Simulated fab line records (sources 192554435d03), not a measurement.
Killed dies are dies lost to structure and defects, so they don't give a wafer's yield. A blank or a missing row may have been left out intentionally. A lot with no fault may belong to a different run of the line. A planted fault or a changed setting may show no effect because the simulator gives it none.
fab line records + flow n5-finfet
[record]
- lots = 11
- wafers = 31
- last-day = 18
route steps=1938 shown DUMMY_GATE@241 SD_EPI_N@277 PASSIVATION@1936
lots that met no fault: taken from a fault-free run of the same line
start-h: hours from the record's first day to the start of the lot's first wafer shown + wait-h: hours since the lot's step before + " repeats the value in the row above + L1.1+2: a single row standing in for several wafers + - either no value or no given start + * or withheld: withheld + < > ~ a bound
route shown NAME@n: names a module that has steps shown in the file, with the first one's number in the route + usual: mean/standard deviation taken from wafers without a fault + same: alike in all rows + chamber/n: place in a boat + sites: per-site readings + _std_site: how widely they spread, as a standard deviation + _edge_site: mean of outer sites minus mean of inner sites + radius-mm: how far each site lies from the wafer's centre + mask NAME#n: copy n + behind: the tool/chamber that last shaped the wafer + hold: what put the lot on hold/how long, in hours/how the hold closed + device: transistor that didn't switch, given as n, p or np + end of line: at the end of the route, the tests of the same wafers + step lacking rows: just its recipe + killed: at the first sort, the dies lost to defects and structure; wafer yield is something else + map: shows each die of a wafer: x if killed, . if not, _ if none is there
set.NAME: the run value of the setting; set.NAME@STEP: its run value at that earlier step + model.NAME: the simulator's own value behind a step, which no gauge read
the route's steps for a sample of lots (tables are steps, rows are wafers)
services: when a tool's chamber went out of use (start-h, in hours from the record's first day, below 0 if earlier), for how many hours, and the reason
[[steps]]
[step N5_DUMMY_GATE_STRIP_40]
[recipe]
- chemistry = CF4
- resist = SiARC
- power-w = 300
- bias-power-w = 75
- pressure-mtorr = 50
- cf4-flow-sccm = 150
- rf-frequency-hz = 6e+07
[usual]
- drypump-motor-current-A = 5.62/0.28
- oes-product-au = 0.72/0.053
- rf-vpp-V = 270.9/1.5
- showerhead-plenum-p-Torr = 1.79/0.05
- throttle-valve-pct = 13.70/0.2
| lot.wafer | tool        | chamber | start-h | wait-h | drypump-motor-current-A | oes-product-au | rf-hours-counter-h | rf-vpp-V | showerhead-plenum-p-Torr | throttle-valve-pct |
|-----------|-------------|---------|---------|--------|-------------------------|----------------|--------------------|----------|--------------------------|--------------------|
| L453.3    | rie-diel-05 | 0       | 46.80   | 0.1    | 5.33                    | 0.76           | 131                | 272.0    | 1.79                     | 13.47              |
| L453.4    | "           | 0       | "       | "      | 5.32                    | 0.76           | -                  | 269.7    | 1.79                     | 13.50              |
| L453.5    | "           | 2       | "       | "      | 5.85                    | 0.76           | -                  | 270.7    | 1.79                     | 13.34              |
| L455.1    | rie-diel-02 | 2       | 61.82   | 0.1    | 5.66                    | 0.69           | 205                | 271.4    | 1.84                     | 13.60              |
| L455.2    | "           | 1       | "       | "      | 5.81                    | 0.70           | 198                | 273.9    | 1.84                     | 13.54              |
| L455.5    | "           | 3       | "       | "      | 5.51                    | 0.68           | -                  | 270.3    | 1.77                     | 13.95              |
| L456.1    | rie-diel-02 | 2       | 66.02   | 0.1    | 5.68                    | 0.70           | 206                | 274.1    | 1.84                     | 13.60              |
| L456.3    | "           | 0       | "       | "      | 5.32                    | 0.75           | 153                | 272.0    | 1.74                     | 13.71              |
| L456.6    | "           | 3       | "       | "      | 5.48                    | 0.68           | -                  | 266.9    | 1.77                     | 13.95              |
| L458.1    | rie-diel-02 | 1       | 78.48   | 0.1    | 5.84                    | 0.68           | 203                | 272.7    | 1.84                     | 13.56              |
| L458.3    | "           | 2       | "       | "      | 5.71                    | 0.69           | 210                | 272.3    | 1.84                     | 13.63              |
| L459.4    | rie-diel-04 | 1       | 82.09   | 0.1    | 5.92                    | 0.74           | 141                | 272.9    | 1.87                     | 13.52              |
| L459.5    | "           | 1       | "       | "      | 5.95                    | 0.75           | -                  | 270.4    | 1.87                     | 13.49              |
| L463.2    | rie-diel-04 | 3       | 107.35  | 0.1    | 5.47                    | 0.72           | 200                | 268.5    | 1.71                     | 13.94              |
| L463.5    | "           | 3       | "       | "      | 5.48                    | 0.72           | -                  | 268.9    | 1.71                     | 13.92              |
| L463.6    | "           | 0       | "       | "      | 5.67                    | 0.73           | -                  | 271.4    | 1.78                     | 13.85              |
| L465.2    | rie-diel-02 | 0       | 119.07  | 0.2    | 5.30                    | 0.73           | 168                | 268.9    | 1.73                     | 13.76              |
| L465.3    | "           | 1       | "       | "      | 5.86                    | 0.69           | 214                | 272.3    | 1.84                     | 13.59              |
| L465.6    | "           | 1       | "       | "      | 5.88                    | 0.68           | -                  | 271.6    | 1.84                     | 13.58              |
| L466.3    | rie-diel-02 | 0       | 125.80  | 0.1    | 5.29                    | 0.73           | 170                | 269.5    | 1.73                     | 13.77              |
| L466.4    | "           | 3       | "       | "      | 5.46                    | 0.67           | 240                | 270.0    | 1.76                     | 14.01              |
| L466.5    | "           | 3       | "       | "      | 5.51                    | 0.67           | -                  | 271.6    | 1.76                     | 13.98              |
| L467.1    | rie-diel-05 | 1       | 130.21  | 0.1    | 5.14                    | 0.89           | 21                 | 271.8    | 1.85                     | 13.37              |
| L467.2    | "           | 0       | "       | "      | 5.34                    | 0.74           | 155                | 269.7    | 1.79                     | 13.53              |
| L467.3    | "           | 2       | "       | "      | 5.87                    | 0.75           | 138                | 270.1    | 1.79                     | 13.37              |
| L474.4    | rie-diel-05 | 3       | 175.89  | 0.1    | 6.31                    | 0.95           | 4                  | 275.1    | 1.90                     | 13.46              |
| L474.5    | "           | 2       | "       | "      | 5.82                    | 0.73           | -                  | 271.3    | 1.78                     | 13.42              |
| L474.6    | "           | 1       | "       | "      | 5.08                    | 0.85           | -                  | 272.4    | 1.84                     | 13.41              |
| L476.2    | rie-diel-04 | 3       | 184.89  | 0.1    | 5.45                    | 0.69           | 221                | 268.1    | 1.71                     | 13.99              |
| L476.3    | "           | 2       | "       | "      | 5.75                    | 0.67           | 248                | 272.0    | 1.77                     | 13.69              |
| L476.6    | "           | 2       | "       | "      | 5.75                    | 0.68           | -                  | 271.9    | 1.77                     | 13.68              |
[step N5_DUMMY_GATE_ETCH_31]
[recipe]
- chemistry = C4F6/O2
- target = SiO2
- mask-material = SOC
- target-depth-a = 825
- time-s = 27.5
- ion-energy-ev = 250
- pressure-mtorr = 30
- source-w = 345
- bias-w = 185
- Ar_flow_sccm = 300
- C4F6_flow_sccm = 10
- O2_flow_sccm = 10
[usual]
- drypump-motor-current-A = 5.63/0.29
- oes-product-au = 0.72/0.055
- rf-vpp-V = 670/6.1
- showerhead-plenum-p-Torr = 2.83/0.092
- throttle-valve-pct = 21.24/0.2
| lot.wafer | tool        | chamber | start-h | wait-h | drypump-motor-current-A | oes-product-au | rf-hours-counter-h | rf-vpp-V | showerhead-plenum-p-Torr | throttle-valve-pct |
|-----------|-------------|---------|---------|--------|-------------------------|----------------|--------------------|----------|--------------------------|--------------------|
| L453.3    | rie-diel-05 | 0       | 46.90   | 0.0    | 5.34                    | 0.76           | 131                | 676      | 2.85                     | 21.04              |
| L453.4    | "           | 2       | "       | "      | 5.89                    | 0.76           | -                  | 656      | 2.86                     | 20.92              |
| L453.5    | "           | 0       | "       | "      | 5.33                    | 0.77           | -                  | 676      | 2.85                     | 21.06              |
| L455.1    | rie-diel-02 | 0       | 61.99   | 0.1    | 5.31                    | 0.75           | 152                | 674      | 2.71                     | 21.05              |
| L455.2    | "           | 1       | "       | "      | 5.83                    | 0.69           | 199                | 666      | 2.95                     | 21.15              |
| L455.5    | "           | 0       | "       | "      | 5.28                    | 0.74           | -                  | 673      | 2.71                     | 21.02              |
| L456.1    | rie-diel-02 | 2       | 66.12   | 0.0    | 5.65                    | 0.71           | 206                | 671      | 2.94                     | 21.19              |
| L456.3    | "           | 3       | "       | "      | 5.50                    | 0.68           | 223                | 668      | 2.81                     | 21.45              |
| L456.6    | "           | 2       | "       | "      | 5.67                    | 0.71           | -                  | 672      | 2.94                     | 21.21              |
| L458.1    | rie-diel-05 | 1       | 78.58   | 0.0    | 5.11                    | 0.93           | 8                  | 665      | 2.91                     | 20.89              |
| L458.3    | "           | 3       | "       | "      | 6.31                    | 0.67           | 231                | 673      | 2.70                     | 21.53              |
| L459.4    | rie-diel-02 | 3       | 82.19   | 0.0    | 5.47                    | 0.68           | 228                | 670      | 2.80                     | 21.47              |
| L459.5    | "           | 3       | "       | "      | 5.47                    | 0.68           | -                  | 667      | 2.80                     | 21.47              |
| L463.2    | rie-diel-05 | 1       | 107.52  | 0.1    | 5.13                    | 0.90           | 16                 | 665      | 2.90                     | 20.92              |
| L463.5    | "           | 3       | "       | "      | 6.32                    | 0.67           | -                  | 672      | 2.69                     | 21.56              |
| L463.6    | "           | 2       | "       | "      | 5.84                    | 0.75           | -                  | 655      | 2.85                     | 20.92              |
| L465.2    | rie-diel-02 | 3       | 119.17  | 0.0    | 5.52                    | 0.67           | 238                | 668      | 2.80                     | 21.48              |
| L465.3    | "           | 2       | "       | "      | 5.69                    | 0.69           | 219                | 671      | 2.94                     | 21.19              |
| L465.6    | "           | 3       | "       | "      | 5.48                    | 0.66           | -                  | 667      | 2.80                     | 21.47              |
| L466.3    | rie-diel-02 | 0       | 125.90  | 0.0    | 5.29                    | 0.72           | 170                | 672      | 2.70                     | 21.06              |
| L466.4    | "           | 3       | "       | "      | 5.46                    | 0.65           | 240                | 668      | 2.80                     | 21.48              |
| L466.5    | "           | 3       | "       | "      | 5.45                    | 0.66           | -                  | 668      | 2.80                     | 21.49              |
| L467.1    | rie-diel-02 | 3       | 130.31  | 0.0    | 5.47                    | 0.66           | 242                | 669      | 2.80                     | 21.48              |
| L467.2    | "           | 1       | "       | "      | 5.82                    | 0.67           | 217                | 666      | 2.94                     | 21.19              |
| L467.3    | "           | 0       | "       | "      | 5.29                    | 0.73           | 172                | 673      | 2.70                     | 21.06              |
| L474.4    | rie-diel-05 | 1       | 175.99  | 0.0    | 5.08                    | 0.86           | 41                 | 664      | 2.89                     | 20.96              |
| L474.5    | "           | 1       | "       | "      | 5.09                    | 0.85           | -                  | 665      | 2.89                     | 20.96              |
| L474.6    | "           | 0       | "       | "      | 5.32                    | 0.72           | -                  | 674      | 2.83                     | 21.09              |
| L476.2    | rie-diel-04 | 0       | 185.07  | 0.1    | 5.72                    | 0.71           | 188                | 678      | 2.83                     | 21.54              |
| L476.3    | "           | 1       | "       | "      | 5.94                    | 0.72           | 173                | 674      | 2.95                     | 21.11              |
| L476.6    | "           | 0       | "       | "      | 5.69                    | 0.71           | -                  | 678      | 2.83                     | 21.55              |
[step N5_DUMMY_GATE_STRIP_48]
[recipe]
- chemistry = N2/H2
- time-s = 20
- power-w = 100
- temp-c = 40
- pressure-mtorr = 100
- rf-frequency-hz = 6e+07
- bias-power-w = 3
- n2-flow-sccm = 300
- h2-flow-sccm = 300
[usual]
- drypump-motor-current-A = 5.6/0.33
- oes-product-au = 0.73/0.067
- rf-vpp-V = 45.3/0.89
- showerhead-plenum-p-Torr = 3.37/0.1
- throttle-valve-pct = 12.31/0.25
| lot.wafer | tool        | chamber | start-h | wait-h | drypump-motor-current-A | oes-product-au | rf-hours-counter-h | rf-vpp-V | showerhead-plenum-p-Torr | throttle-valve-pct |
|-----------|-------------|---------|---------|--------|-------------------------|----------------|--------------------|----------|--------------------------|--------------------|
| L453.3    | rie-diel-05 | 3       | 47.69   | 0.0    | 6.3                     | 0.68           | 221                | 44.0     | 3.22                     | 12.67              |
| L453.4    | "           | 2       | "       | "      | 5.9                     | 0.77           | -                  | 45.2     | 3.38                     | 11.91              |
| L453.5    | "           | 0       | "       | "      | 5.3                     | 0.77           | -                  | 46.5     | 3.37                     | 12.06              |
| L455.1    | rie-diel-05 | 2       | 62.53   | 0.0    | 5.9                     | 0.76           | 123                | 45.7     | 3.38                     | 11.94              |
| L455.2    | "           | 0       | "       | "      | 5.3                     | 0.76           | 135                | 46.1     | 3.37                     | 12.08              |
| L455.5    | "           | 3       | "       | "      | 6.3                     | 0.67           | -                  | 45.1     | 3.22                     | 12.68              |
| L456.1    | rie-diel-02 | 2       | 66.66   | 0.0    | 5.7                     | 0.70           | 206                | 46.6     | 3.50                     | 12.39              |
| L456.3    | "           | 3       | "       | "      | 5.5                     | 0.68           | 223                | 45.0     | 3.33                     | 12.61              |
| L456.6    | "           | 2       | "       | "      | 5.7                     | 0.70           | -                  | 47.8     | 3.50                     | 12.40              |
| L458.1    | rie-diel-05 | 3       | 79.12   | 0.0    | 6.3                     | 0.67           | 231                | 44.3     | 3.21                     | 12.69              |
| L458.3    | "           | 0       | "       | "      | 5.3                     | 0.74           | 141                | 45.0     | 3.36                     | 12.08              |
| L459.4    | rie-diel-04 | 0       | 82.73   | 0.0    | 5.7                     | 0.75           | 156                | 47.2     | 3.36                     | 12.36              |
| L459.5    | "           | 1       | "       | "      | 5.9                     | 0.77           | -                  | 44.6     | 3.54                     | 12.19              |
| L463.2    | rie-diel-04 | 0       | 108.16  | 0.0    | 5.7                     | 0.74           | 163                | 45.7     | 3.35                     | 12.39              |
| L463.5    | "           | 2       | "       | "      | 5.8                     | 0.70           | -                  | 44.2     | 3.36                     | 12.40              |
| L463.6    | "           | 3       | "       | "      | 5.5                     | 0.73           | -                  | 44.4     | 3.22                     | 12.57              |
| L465.2    | rie-diel-05 | 1       | 119.71  | 0.0    | 5.1                     | 0.90           | 18                 | 46.3     | 3.44                     | 11.86              |
| L465.3    | "           | 0       | "       | "      | 5.3                     | 0.74           | 152                | 44.2     | 3.36                     | 12.09              |
| L465.6    | "           | 1       | "       | "      | 5.1                     | 0.91           | -                  | 44.5     | 3.44                     | 11.86              |
| L466.3    | rie-diel-05 | 2       | 126.44  | 0.0    | 5.9                     | 0.75           | 137                | 44.1     | 3.37                     | 11.96              |
| L466.4    | "           | 1       | "       | "      | 5.1                     | 0.89           | 20                 | 46.0     | 3.44                     | 11.87              |
| L466.5    | "           | 0       | "       | "      | 5.3                     | 0.74           | -                  | 45.0     | 3.36                     | 12.11              |
| L467.1    | rie-diel-02 | 2       | 130.85  | 0.0    | 5.7                     | 0.69           | 223                | 45.9     | 3.49                     | 12.44              |
| L467.2    | "           | 3       | "       | "      | 5.5                     | 0.66           | 242                | 45.1     | 3.32                     | 12.63              |
| L467.3    | "           | 1       | "       | "      | 5.9                     | 0.68           | 217                | 44.7     | 3.49                     | 12.29              |
| L474.4    | rie-diel-05 | 2       | 176.53  | 0.0    | 5.9                     | 0.73           | 159                | 45.3     | 3.36                     | 12.01              |
| L474.5    | "           | 2       | "       | "      | 5.9                     | 0.72           | -                  | 45.7     | 3.36                     | 12.03              |
| L474.6    | "           | 1       | "       | "      | 5.1                     | 0.85           | -                  | 44.8     | 3.43                     | 11.92              |
| L476.2    | rie-diel-05 | 3       | 185.69  | 0.0    | 6.3                     | 0.94           | 7                  | 46.0     | 3.61                     | 12.11              |
| L476.3    | "           | 2       | "       | "      | 5.9                     | 0.72           | 162                | 45.8     | 3.36                     | 12.00              |
| L476.6    | "           | 1       | "       | "      | 5.1                     | 0.85           | -                  | 46.6     | 3.43                     | 11.94              |
[step N5_SD_EPI_N_ETCHBACK_44]
[recipe]
- chemistry = CH3F/O2
- mode = anisotropic-etchback
- target = SiNx
- target-depth-a = 145
- stop-on = SiO2
- over-etch-frac = 0.3
- ion-energy-ev = 120
- pressure-mtorr = 30
- source-w = 395
- bias-w = 73
- Ar_flow_sccm = 150
- CH3F_flow_sccm = 30
- O2_flow_sccm = 20
[usual]
- CH3F_flow_sccm = 30.02/0.089
- drypump-motor-current-A = 5.7/0.44
- oes-product-au = 0.66/0.08
- over-etch-frac = 0.3/0
- rf-vpp-V = 298/5.8
- showerhead-plenum-p-Torr = 1.98/0.043
- throttle-valve-pct = 16.38/0.29
| lot.wafer | tool        | chamber | start-h | wait-h | CH3F_flow_sccm | drypump-motor-current-A | oes-product-au | over-etch-frac | rf-hours-counter-h | rf-vpp-V | showerhead-plenum-p-Torr | throttle-valve-pct |
|-----------|-------------|---------|---------|--------|----------------|-------------------------|----------------|----------------|--------------------|----------|--------------------------|--------------------|
| L453.3    | rie-diel-03 | 2       | 49.25   | 0.0    | 29.98          | 5.8                     | 0.62           | 0.3            | 211                | 301      | 1.92                     | 16.71              |
| L453.4    | "           | 1       | "       | "      | 30.02          | 5.9                     | 0.59           | 0.3            | 231                | 299      | 2.04                     | 16.20              |
| L453.5    | "           | 1       | "       | "      | 30.13          | 5.8                     | 0.60           | 0.3            | -                  | 300      | 2.04                     | 16.21              |
| L455.1    | rie-diel-01 | 1       | 64.10   | 0.0    | 30.15          | 6.3                     | 0.60           | 0.3            | 213                | 289      | 1.98                     | 16.52              |
| L455.2    | "           | 0       | "       | "      | 29.94          | 4.8                     | 0.61           | 0.3            | 186                | 299      | 2.00                     | 16.74              |
| L455.5    | "           | 0       | "       | "      | 29.93          | 4.9                     | 0.61           | 0.3            | -                  | 300      | 2.00                     | 16.75              |
| L456.1    | rie-diel-06 | 1       | 68.35   | 0.0    | 30.01          | 5.7                     | 0.61           | 0.3            | 183                | 302      | 1.98                     | 16.46              |
| L456.3    | "           | 2       | "       | "      | 29.99          | 4.9                     | 0.83           | 0.3            | 10                 | 308      | 2.04                     | 16.36              |
| L456.6    | "           | 3       | "       | "      | 29.99          | 6.0                     | 0.60           | 0.3            | -                  | 297      | 1.99                     | 16.63              |
| L458.1    | rie-diel-01 | 1       | 80.86   | 0.0    | 29.93          | 6.3                     | 0.60           | 0.3            | 220                | 289      | 1.97                     | 16.53              |
| L458.3    | "           | 0       | "       | "      | 30.07          | 4.8                     | 0.61           | 0.3            | 193                | 300      | 2.00                     | 16.75              |
| L459.4    | rie-diel-01 | 0       | 85.50   | 0.1    | 30.02          | 4.9                     | 0.60           | 0.3            | -                  | 301      | 2.00                     | 16.73              |
| L459.5    | "           | 1       | "       | "      | 30.13          | 6.4                     | 0.60           | 0.3            | -                  | 289      | 1.97                     | 16.52              |
| L463.2    | rie-diel-06 | 3       | 109.74  | 0.0    | 29.98          | 6.0                     | 0.59           | 0.3            | 205                | 295      | 1.98                     | 16.66              |
| L463.5    | "           | 3       | "       | "      | 29.99          | 6.0                     | 0.60           | 0.3            | -                  | 296      | 1.98                     | 16.65              |
| L463.6    | "           | 0       | "       | "      | 29.96          | 5.8                     | 0.69           | 0.3            | -                  | 293      | 1.94                     | 16.08              |
| L465.2    | rie-diel-06 | 0       | 121.40  | 0.0    | 30.01          | 5.8                     | 0.69           | 0.29401        | 95                 | 295      | 1.94                     | 16.09              |
| L465.3    | "           | 3       | "       | "      | 30.11          | 6.0                     | 0.59           | 0.3            | 208                | 297      | 1.98                     | 16.65              |
| L465.6    | "           | 0       | "       | "      | 29.99          | 5.7                     | 0.69           | 0.29401        | -                  | 295      | 1.94                     | 16.06              |
| L466.3    | rie-diel-01 | 0       | 128.16  | 0.0    | 30.00          | 4.9                     | 0.60           | 0.3            | 210                | 299      | 1.99                     | 16.79              |
| L466.4    | "           | 2       | "       | "      | 29.97          | 5.8                     | 0.80           | 0.3            | 11                 | 295      | 1.97                     | 16.30              |
| L466.5    | "           | 0       | "       | "      | 30.09          | 4.9                     | 0.60           | 0.3            | -                  | 299      | 1.99                     | 16.77              |
| L467.1    | rie-diel-06 | 3       | 132.52  | 0.0    | 30.12          | 6.0                     | 0.59           | 0.3            | 214                | 296      | 1.98                     | 16.67              |
| L467.2    | "           | 0       | "       | "      | 29.92          | 5.8                     | 0.68           | 0.29401        | 101                | 295      | 1.94                     | 16.10              |
| L467.3    | "           | 1       | "       | "      | 30.00          | 5.7                     | 0.59           | 0.3            | 205                | 302      | 1.97                     | 16.49              |
| L474.4    | rie-diel-03 | 3       | 178.47  | 0.1    | 29.87          | 5.8                     | 0.67           | 0.3            | -                  | 286      | 2.02                     | 16.49              |
| L474.5    | "           | 1       | "       | "      | 30.05          | 5.9                     | 0.78           | 0.3            | -                  | 299      | 2.03                     | 15.83              |
| L474.6    | "           | 0       | "       | "      | 30.01          | 5.2                     | 0.62           | 0.3            | -                  | 301      | 1.91                     | 16.36              |
| L476.2    | rie-diel-03 | 1       | 190.07  | 0.0    | 30.01          | 5.9                     | 0.77           | 0.3            | 27                 | 299      | 2.03                     | 15.83              |
| L476.3    | "           | 2       | "       | "      | 30.07          | 5.8                     | 0.85           | 0.3            | 1                  | 309      | 2.16                     | 16.35              |
| L476.6    | "           | 1       | "       | "      | 29.97          | 5.9                     | 0.77           | 0.3            | -                  | 300      | 2.03                     | 15.82              |
[step N5_PASSIVATION_PROBE_49]
[usual]
- killed_at_M0_to_M3 = 35/11
- killed_at_M4_up = 14/5.4
- killed-at-contacts = 13/6
- killed-at-front-end = 38/11
- killed-at-other = 3.4/2.6
- killed-dies = 104/19
- killed-open = 68/13
- killed-short = 34/8.5
[same]
- gross-dies = 1180
- killed-at-back-side = 0
| lot.wafer | tool      | chamber | start-h | wait-h | killed_at_M0_to_M3 | killed_at_M4_up | killed-at-contacts | killed-at-front-end | killed-at-other | killed-dies | killed-open | killed-short |
|-----------|-----------|---------|---------|--------|--------------------|-----------------|--------------------|---------------------|-----------------|-------------|-------------|--------------|
| L465.2    | prober-01 | -       | 370.04  | 0.1    | 47                 | 12              | 7                  | 31                  | 6               | 103         | 72          | 26           |
| L465.3    | prober-01 | -       | 370.09  | 0.1    | 38                 | 9               | 10                 | 60                  | 5               | 122         | 79          | 42           |
| L465.6    | prober-01 | -       | 370.24  | 0.3    | 32                 | 17              | 4                  | 32                  | 9               | 94          | 57          | 37           |
// killed by level:class
L465.2 BEOL_M2:geometric-particle:open=21 STI_FIN_REVEAL:geometric-particle:open=10 STI_FIN_REVEAL:geometric-particle:short=6 MOL_CONTACT_COAG:geometric-particle:open=6 BEOL_M0_SAQP:geometric-particle:short=5 BEOL_M3:geometric-particle:open=5 HKMG_FIN:area-etch=5 BEOL_M1:geometric-particle:open=4
L465.3 FIN_SAQP:geometric-particle:open=22 FIN_SAQP:geometric-particle:short=15 BEOL_M2:geometric-particle:open=14 BEOL_M1:geometric-particle:open=7 GATE_CUT:geometric-particle:open=6 MOL_CONTACT_COAG:geometric-particle:short=6 BEOL_M0_SAQP:geometric-particle:short=6 GATE_CUT:geometric-particle:short=5
L465.6 BEOL_M1:geometric-particle:open=9 BEOL_M4:geometric-particle:open=9 FIN_SAQP:geometric-particle:open=7 BEOL_M2:geometric-particle:open=7 STI_FIN_REVEAL:geometric-particle:open=6 BEOL_M0_SAQP:geometric-particle:short=5 BEOL_M2:geometric-particle:short=5 FIN_SAQP:geometric-particle:short=4
[[services]]
| tool        | chamber | start-h | hours | kind                          |
|-------------|---------|---------|-------|-------------------------------|
| rie-diel-05 | 1       | 36.36   | -     | clean                         |
| rie-diel-05 | 1       | 36.36   | -     | consumable-replace:focus-ring |
| rie-diel-05 | 1       | 36.36   | 11.8  | scheduled-down                |
| rie-diel-05 | 1       | 36.36   | 11.8  | vent-cycle                    |
| rie-diel-01 | -       | 36.51   | 0.7   | repair                        |
| rie-diel-01 | 2       | 75.48   | -     | clean                         |
| rie-diel-06 | 0       | 76.12   | 3.5   | repair                        |
| rie-diel-05 | 2       | 115.35  | 6.4   | repair                        |
| rie-diel-06 | 2       | 127.22  | 13.3  | repair                        |
| rie-diel-04 | 3       | 129.24  | 4.7   | repair                        |
| rie-diel-01 | 3       | 129.40  | 7.0   | repair                        |
| rie-diel-05 | 3       | 129.79  | 4.6   | repair                        |
| rie-diel-05 | 3       | 150.30  | -     | clean                         |
| rie-diel-05 | 3       | 150.30  | -     | consumable-replace:focus-ring |
| rie-diel-05 | 3       | 150.30  | -     | consumable-replace:showerhead |
| rie-diel-05 | 3       | 150.30  | 14.0  | scheduled-down                |
| rie-diel-05 | 3       | 150.30  | 14.0  | vent-cycle                    |
| rie-diel-06 | 1       | 153.08  | 4.2   | repair                        |
| rie-diel-02 | 3       | 158.29  | 9.1   | repair                        |
| rie-diel-02 | 3       | 186.90  | -     | clean                         |
| rie-diel-02 | 3       | 186.90  | -     | consumable-replace:focus-ring |
| rie-diel-02 | 3       | 186.90  | 19.3  | scheduled-down                |
| rie-diel-02 | 3       | 186.90  | 19.3  | vent-cycle                    |
| rie-diel-02 | 1       | 189.70  | 2.6   | repair                        |
[[key]]
[first-sign]
- step = N5_SD_EPI_N_ETCHBACK_44
- reading = over-etch-frac
- direction = down
- sigmas = 99+
- usual = 0.3
- struck = 0.29401
effect none on later readings
met-at N5_SD_EPI_N_ETCHBACK_44
struck-lots L465,L467
struck-wafers L465.2,L465.6,L467.2
tester-left-out L465,L467
[baseline-loss]
- step = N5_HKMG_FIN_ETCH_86
- wafers = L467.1
not-acting-at N5_DUMMY_GATE_STRIP_40,N5_DUMMY_GATE_ETCH_31,N5_DUMMY_GATE_STRIP_48
onset-between 109.74 121.40
[fault]
- kind = process-parameter-drift
- tool = rie-diel-06
- chamber = 0
- onset-h = 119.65
- steps = N5_SD_EPI_N_ETCHBACK_44
- channel = over-etch-frac
- offset = -0.0059944
- shape = step
- end-h = 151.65
- acts-in = these-recipes-only
- stated = 0.3
// tester-left-out: of these lots the tester's yield and bins aren't shown, on N5 and GAA mostly nor the transistor test; their killed dies are dies lost to structure and defects alone, not to doping, threshold or leakage, so they don't give the yield
// baseline-loss: these wafers lose ten dies or more at that step, a loss of the line's own and not of a fault; the sort's usual values leave them out
